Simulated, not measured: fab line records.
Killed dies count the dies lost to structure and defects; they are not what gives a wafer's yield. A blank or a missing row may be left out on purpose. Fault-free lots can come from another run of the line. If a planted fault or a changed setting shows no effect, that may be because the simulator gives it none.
fab line records    flow n5Finfet
record: lots: 6  wafers: 16  lastDay: 17
route steps=1938 shown BEOL_M11@1597 BEOL_M12@1602 PASSIVATION@1936
lots that met no fault: taken from a fault-free run of the same line
startH: the number of hours between the record's first day and the start of the first shown wafer of the lot    waitH: hours from the lot's prior step to this one    " the same as in the row above    L1.1+2: a row that stands for several wafers    - no value, or no start given    * or withheld: withheld    < > ~ a bound
route shown NAME@n: NAME is a module with steps in the file, n the number in the route of the first one    usual: the fault-free wafers' mean and standard deviation    same: alike in all rows    chamber/n: place in a boat    sites: each site's reading    _std_site: the values' standard deviation    _edge_site: inner sites' mean taken away from outer sites' mean    radiusMm: how far each site lies from the wafer's centre    mask NAME#n: copy n    behind: the tool/chamber that last shaped the wafer    hold: what put the lot on hold/how long, in hours/how the hold closed    device: which transistor (n, p or np) failed to switch    end of line: the tests these same wafers got at the end of their route    a step with no rows: only its recipe    killed: dies that structure and defects cost at the first sort, which is not the same as the wafer's yield    map: a wafer's dies, x killed, . not, _ none there
set.NAME: setting as actually run; set.NAME@STEP: the setting as run at that earlier step    model.NAME: the simulator's own value behind a step, which no gauge read
lots seen at some steps along the route; tables by step, rows by wafer
services: from which hour (startH, from the record's first day; less than 0 if before it) a tool's chamber was out of use, for how many hours, and why
== steps ==
step: N5_BEOL_M11_THK_MEAS_53
recipe: thkMeasGauge: xrf  reads: Cu_of_BEOL_M11_ECD_50
usual: M11_THK: 140/3.2
lot.wafer  tool          chamber  startH  waitH  M11_THK[nm]
L342.1     filmMetro-01  -        251.21  -      147
L342.2     "             -        "       "      147
L348.2     filmMetro-01  -        277.20  -      142
L348.6     "             -        "       "      141
L352.1     filmMetro-01  -        308.25  -      131
L352.2     "             -        "       "      139
L352.4     "             -        "       "      136
L353.2     filmMetro-02  -        315.58  -      144
L353.3     "             -        "       "      139
L353.4     "             -        "       "      139
L358.1     filmMetro-02  -        336.64  -      139
L358.5     "             -        "       "      134
L358.6     "             -        "       "      139
L362.1     filmMetro-01  -        372.17  -      140
L362.3     "             -        "       "      136
L362.5     "             -        "       "      138
step: N5_BEOL_M11_PRE_CLEAN_55
recipe: gas: NH3  timeS: 15  tempC: withheld  rfPowerW: 300
step: N5_BEOL_M11_DEP_56
recipe: material: SiCN  targetThkA: 300  tempC: withheld  precursor: 3MS/NH3  pressureTorr: 3  rfW: 675  timeS: 10.5
usual: showerheadPlenumPTorr: 4.159/0.019  throttleValvePct: 18.5/0.78
lot.wafer  tool      chamber  startH  waitH  showerheadPlenumPTorr  throttleValvePct
L342.1     pecvd-01  0        251.27  0.0    4.165                  19.0
L342.2     "         2        "       "      4.174                  18.1
L348.2     pecvd-03  1        277.26  0.0    4.138                  18.2
L348.6     "         1        "       "      4.136                  18.7
L352.1     pecvd-02  0        308.31  0.0    4.162                  19.0
L352.2     "         2        "       "      4.129                  16.6
L352.4     "         1        "       "      4.135                  18.4
L353.2     pecvd-02  0        315.65  0.0    4.163                  19.3
L353.3     "         1        "       "      4.142                  18.5
L353.4     "         0        "       "      4.175                  18.9
L358.1     pecvd-02  1        336.70  0.0    4.144                  18.3
L358.5     "         2        "       "      4.123                  16.7
L358.6     "         1        "       "      4.147                  18.4
L362.1     pecvd-01  0        372.23  0.0    4.169                  19.1
L362.3     "         2        "       "      4.159                  18.3
L362.5     "         1        "       "      4.164                  18.6
step: N5_BEOL_M11_RS_MEAS_57
recipe: thkMeasGauge: four-point-probe  reads: Cu_of_BEOL_M11_ECD_50+Co_of_BEOL_M11_CVD_75+TaN_of_BEOL_M11_ALD_74
usual: M11_RS: 0.154/0.0037
lot.wafer  tool          chamber  startH  waitH  M11_RS[ohm/sq]
L342.1     filmMetro-01  -        251.33  0.0    0.146
L342.2     "             -        "       "      0.146
L348.2     filmMetro-02  -        277.32  0.0    0.152
L348.6     "             -        "       "      0.153
L352.1     filmMetro-01  -        308.37  0.0    0.163
L352.2     "             -        "       "      0.153
L352.4     "             -        "       "      0.156
L353.2     filmMetro-01  -        315.73  0.1    0.149
L353.3     "             -        "       "      0.154
L353.4     "             -        "       "      0.155
L358.1     filmMetro-01  -        336.76  0.0    0.157
L358.5     "             -        "       "      0.164
L358.6     "             -        "       "      0.157
L362.1     filmMetro-01  -        372.29  0.0    0.156
L362.3     "             -        "       "      0.160
L362.5     "             -        "       "      0.158
step: N5_BEOL_M11_INSPECT_58
recipe: inspectInstrument: darkfield  mode: postDep
usual: rawDefectCount: 70/25
lot.wafer  tool              chamber  startH  waitH  rawDefectCount
L342.1     defectInspect-02  -        251.36  0.0    72
L342.2     "                 -        "       "      46
L348.2     defectInspect-02  -        277.35  0.0    60
L348.6     "                 -        "       "      65
L352.1     defectInspect-02  -        308.40  0.0    51
L352.2     "                 -        "       "      67
L352.4     "                 -        "       "      50
L353.2     defectInspect-02  -        315.75  0.0    60
L353.3     "                 -        "       "      68
L353.4     "                 -        "       "      66
L358.1     defectInspect-02  -        336.79  0.0    32
L358.5     "                 -        "       "      39
L358.6     "                 -        "       "      31
L362.1     defectInspect-02  -        372.32  0.0    46
L362.3     "                 -        "       "      75
L362.5     "                 -        "       "      83
step: N5_BEOL_M12_ILD_DEP_00
recipe: material: SiOC  targetThkA: 6589.2  tempC: 350  precursor: DEMS/O2  pressureTorr: 5  rfW: 500  timeS: 130.7
usual: heaterPowerW: 463/68  showerheadPlenumPTorr: 5.694/0.012  throttleValvePct: 12.3/0.4
lot.wafer  tool      chamber  startH  waitH  heaterPowerW  showerheadPlenumPTorr  throttleValvePct
L342.1     pecvd-04  0        251.39  0.0    402           5.677                  12.5
L342.2     "         1        "       "      563           5.699                  11.9
L348.2     pecvd-03  2        277.39  0.0    400           5.690                  11.8
L348.6     "         1        "       "      503           5.687                  12.4
L352.1     pecvd-04  2        308.44  0.0    446           5.692                  12.0
L352.2     "         0        "       "      424           5.691                  12.3
L352.4     "         1        "       "      529           5.703                  11.8
L353.2     pecvd-03  0        315.79  0.0    402           5.711                  13.2
L353.3     "         2        "       "      405           5.691                  11.9
L353.4     "         0        "       "      421           5.720                  13.0
L358.1     pecvd-01  2        336.83  0.0    459           5.709                  12.0
L358.5     "         0        "       "      478           5.705                  12.6
L358.6     "         1        "       "      543           5.700                  12.5
L362.1     pecvd-01  0        372.36  0.0    423           5.689                  12.4
L362.3     "         1        "       "      555           5.691                  12.5
L362.5     "         0        "       "      437           5.699                  12.6
step: N5_BEOL_M12_THK_MEAS_01
recipe: reads: SiOC_of_BEOL_M12_ILD_DEP_00
usual: M12_ILD_THK: 660/9.6
lot.wafer  tool          chamber  startH  waitH  M12_ILD_THK[nm]
L342.1     filmMetro-02  -        251.53  0.1    667
L342.2     "             -        "       "      649
L348.2     filmMetro-01  -        277.52  0.1    645
L348.6     "             -        "       "      651
L352.1     filmMetro-01  -        308.57  0.1    648
L352.2     "             -        "       "      657
L352.4     "             -        "       "      658
L353.2     filmMetro-02  -        315.92  0.1    654
L353.3     "             -        "       "      654
L353.4     "             -        "       "      661
L358.1     filmMetro-01  -        336.96  0.1    648
L358.5     "             -        "       "      662
L358.6     "             -        "       "      667
L362.1     filmMetro-02  -        372.49  0.1    642
L362.3     "             -        "       "      655
L362.5     "             -        "       "      660
step: N5_BEOL_M12_COAT_58
recipe: resist: BARC  tempC: 205  timeS: 60  spinRpm: 1500  resistThkNm: 89
step: N5_BEOL_M12_COAT_04
recipe: spinRpm: 1625  resistThkNm: 400
step: N5_BEOL_M12_EBR_06
recipe: solvent: PGMEA  ebrWidthMm: 1.5
step: N5_BEOL_M12_SOFTBAKE_05
recipe: tempC: 130  timeS: 60
step: N5_BEOL_M12_EXPOSE_07
recipe: maskId: V11  na: 0.93  sourceShape: conventional  sigmaOuter: 0.6  polarization: unpolarized  attpsmPhaseDeg: 180  doseMj: 32.5
step: N5_BEOL_M12_PEB_08
recipe: pebTempC: 130  pebTimeS: 90
usual: heaterPowerTotalW: 172.5/0.8
lot.wafer  tool           chamber  startH  waitH  heaterPowerTotalW
L342.1     lithoTrack-05  0        251.71  0.1    170.9
L342.2     "              0        "       "      172.9
L348.2     lithoTrack-03  0        277.83  0.0    170.8
L348.6     "              0        "       "      173.0
L352.1     lithoTrack-05  0        308.88  0.1    173.6
L352.2     "              0        "       "      173.3
L352.4     "              0        "       "      212.8
L353.2     lithoTrack-05  0        316.24  0.0    172.2
L353.3     "              0        "       "      172.3
L353.4     "              0        "       "      209.8
L358.1     lithoTrack-03  0        337.27  0.1    172.4
L358.5     "              0        "       "      171.6
L358.6     "              0        "       "      172.4
L362.1     lithoTrack-03  0        372.80  0.1    171.0
L362.3     "              0        "       "      172.9
L362.5     "              0        "       "      172.3
step: N5_BEOL_M12_DEVELOP_09
recipe: developTimeS: 45  rinseLiquid: diw  dry: airSpin  devTempC: 21
step: N5_BEOL_M12_HARDBAKE_14
recipe: tempC: 130  timeS: 120
step: N5_BEOL_M12_CD_MEAS_10
recipe: targetCdNm: 140  landingEnergyEv: 500  detector: seInlens  polarity: opening
usual: cdNm: 140/3.1
lot.wafer  tool      chamber  startH  waitH  cdNm
L342.1     cdSem-03  0        251.83  -      136
L342.2     "         0        "       "      135
L348.2     cdSem-03  0        277.95  -      141
L348.6     "         0        "       "      140
L352.1     cdSem-03  0        309.00  -      141
L352.2     "         0        "       "      139
L352.4     "         0        "       "      127
L353.2     cdSem-03  0        316.35  -      137
L353.3     "         0        "       "      135
L353.4     "         0        "       "      127
L358.1     cdSem-02  0        337.38  -      143
L358.5     "         0        "       "      143
L358.6     "         0        "       "      140
L362.1     cdSem-03  0        372.91  -      138
L362.3     "         0        "       "      140
L362.5     "         0        "       "      138
step: N5_BEOL_M12_OVL_MEAS_11
recipe: pointsPerWafer: 44
usual: V11_OVL: 0/5
same: pointsPerWafer: 44
lot.wafer  tool        chamber  startH  waitH  V11_OVL[nm]
L342.1     overlay-01  0        251.86  0.0    -4
L342.2     "           0        "       "      -6
L348.2     overlay-02  0        277.98  0.0    6
L348.6     "           0        "       "      2
L352.1     overlay-01  0        309.03  0.0    -2
L352.2     "           0        "       "      -1
L352.4     "           0        "       "      6
L353.2     overlay-01  0        316.38  0.0    -3
L353.3     "           0        "       "      -2
L353.4     "           0        "       "      -14
L358.1     overlay-02  0        337.42  0.0    0
L358.5     "           0        "       "      2
L358.6     "           0        "       "      0
L362.1     overlay-02  0        372.94  0.0    2
L362.3     "           0        "       "      -1
L362.5     "           0        "       "      -4
step: N5_PASSIVATION_PROBE_49
usual: defectLimitedYield: 91.2/1.4  killed_at_M0_to_M3: 32/9.3  killed_at_M4_up: 14/4.9  killedAtContacts: 15/7.5  killedAtFrontEnd: 40/11  killedAtOther: 4/3.3  killedDies: 104/17  killedOpen: 68/14  killedShort: 33/7.9  sort_bin_5_function: 5.2/0.99  sort_bin_6_memory: 3.2/0.65  sortNPass: 1076/17  sortYieldPct: 91.1/1.5
same: grossDies: 1180  killedAtBackSide: 0  sort_bin_4_leakage[%]: 0  sort_bin_8_speed[%]: 0
lot.wafer  tool       chamber  startH  waitH  defectLimitedYield[%]  killed_at_M0_to_M3  killed_at_M4_up  killedAtContacts  killedAtFrontEnd  killedAtOther  killedDies  killedOpen  killedShort  sort_bin_5_function[%]  sort_bin_6_memory[%]  sortNPass  sortYieldPct[%]
L352.1     prober-02  -        346.06  0.0    89.2                   27                  16               20                54                10             127         83          41           6.3                     3.9                   1053       89.2
L353.2     prober-01  -        356.37  0.1    89.0                   52                  13               15                48                2              130         97          32           6.8                     3.7                   1050       89.0
L353.3     prober-01  -        356.42  0.1    92.0                   28                  12               6                 46                2              94          57          36           5.0                     2.6                   1086       92.0
L353.4     prober-01  -        356.47  0.2    93.0                   24                  17               10                31                1              83          49          23           3.8                     2.3                   1097       93.0
L358.1     prober-02  -        374.93  0.0    91.6                   22                  9                6                 53                9              99          61          25           4.0                     3.2                   1081       91.6
L358.5     prober-02  -        375.13  0.2    91.9                   29                  8                8                 48                3              96          68          27           4.5                     3.3                   1084       91.9
L358.6     prober-02  -        375.18  0.3    91.6                   20                  10               9                 59                1              99          55          37           4.2                     3.1                   1081       91.6
killed by level:class
L352.1 MOL_CONTACT_COAG:geometricParticle:open=16 FIN_SAQP:geometricParticle:open=10 STI_FIN_REVEAL:geometricParticle:open=10 BEOL_M4:geometricParticle:open=10 GATE_CUT:geometricParticle:short=9 STI_FIN_REVEAL:geometricParticle:short=7 BEOL_M0_SAQP:geometricParticle:open=6 BEOL_M2:geometricParticle:open=5
L353.2 BEOL_M1:geometricParticle:open=15 STI_FIN_REVEAL:geometricParticle:open=13 MOL_CONTACT_COAG:geometricParticle:open=12 BEOL_M0_SAQP:geometricParticle:short=11 BEOL_M4:geometricParticle:open=10 BEOL_M0_SAQP:geometricParticle:open=8 BEOL_M3:geometricParticle:open=6 DUMMY_GATE:geometricParticle:open=6
L353.3 STI_FIN_REVEAL:geometricParticle:open=17 BEOL_M1:geometricParticle:open=7 BEOL_M0_SAQP:geometricParticle:short=6 FIN_SAQP:geometricParticle:open=5 STI_FIN_REVEAL:geometricParticle:short=5 MOL_CONTACT_COAG:geometricParticle:open=5 BEOL_M0_SAQP:geometricParticle:open=5 ILD0:geometricParticle:short=4
L353.4 HKMG_FIN:areaEtch=10 MOL_CONTACT_COAG:geometricParticle:open=8 DUMMY_GATE:geometricParticle:open=7 BEOL_M4:geometricParticle:open=6 BEOL_M1:geometricParticle:open=6 BEOL_M3:geometricParticle:open=6 BEOL_M0_SAQP:geometricParticle:open=5 FIN_SAQP:geometricParticle:short=4
L358.1 FIN_SAQP:geometricParticle:open=11 STI_FIN_REVEAL:geometricParticle:open=7 PASSIVATION:areaEtch=7 BEOL_M0_SAQP:geometricParticle:open=6 ILD0:geometricParticle:open=5 BEOL_M0_SAQP:geometricParticle:short=5 MOL_CONTACT_COAG:geometricParticle:open=5 BEOL_M3:geometricParticle:open=5
L358.5 FIN_SAQP:geometricParticle:open=14 FIN_SAQP:geometricParticle:short=9 MOL_CONTACT_COAG:geometricParticle:open=8 BEOL_M1:geometricParticle:open=7 ILD0:geometricParticle:open=7 STI_FIN_REVEAL:geometricParticle:open=6 BEOL_M3:geometricParticle:open=6 BEOL_M2:geometricParticle:open=5
L358.6 FIN_SAQP:geometricParticle:short=13 FIN_SAQP:geometricParticle:open=10 STI_FIN_REVEAL:geometricParticle:open=7 HKMG_FIN:areaEtch=7 MOL_CONTACT_COAG:geometricParticle:open=6 BEOL_M4:geometricParticle:open=6 DUMMY_GATE:geometricParticle:short=5 GATE_CUT:geometricParticle:open=4
== services ==
tool           chamber  startH  hours  kind
pecvd-03       0        235.17  7.8    repair
pecvd-02       -        236.17  23.9   repair
pecvd-04       1        244.42  4.1    repair
pecvd-01       -        264.89  5.5    pm
pecvd-01       0        278.05  5.5    scheduledDown
pecvd-02       1        288.13  5.0    repair
pecvd-03       2        292.78  6.0    repair
lithoTrack-03  -        304.33  -      consumableReplace:filter
pecvd-03       2        304.69  5.5    scheduledDown
pecvd-01       0        309.70  7.9    repair
pecvd-02       2        313.28  5.5    scheduledDown
pecvd-01       -        321.01  6.0    pm
pecvd-04       0        328.23  2.1    scheduledDown
pecvd-03       0        340.68  16.5   scheduledDown
pecvd-01       -        352.23  1.2    repair
pecvd-03       1        357.18  5.5    scheduledDown
pecvd-04       2        363.59  5.0    scheduledDown
pecvd-02       0        366.98  3.3    repair
== key ==
firstSign: step: N5_BEOL_M12_PEB_08  reading: heaterPowerTotalW  direction: up  sigmas: 49  usual: *  struck: *
effect: step: N5_BEOL_M12_CD_MEAS_10  reading: cdNm  direction: down  sigmas: 4.4  usual: 140  struck: 127
metAt N5_BEOL_M12_PEB_08
struckWafers L352.4,L353.4
baselineLoss: step: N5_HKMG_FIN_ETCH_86  wafers: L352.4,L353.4
onsetBetween 251.71 308.88
fault: kind: processParameterDrift  tool: lithoTrack-05  chamber: -  onsetH: 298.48  steps: N5_BEOL_M12_PEB_08  channel: pebTimeS  offset: *  shape: step  endH: 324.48  scope: struckWafersOnly  actsIn: *  stated: *
baselineLoss: these wafers lose ten dies or more at that step, a loss of the line's own and not of a fault; the sort's usual values leave them out
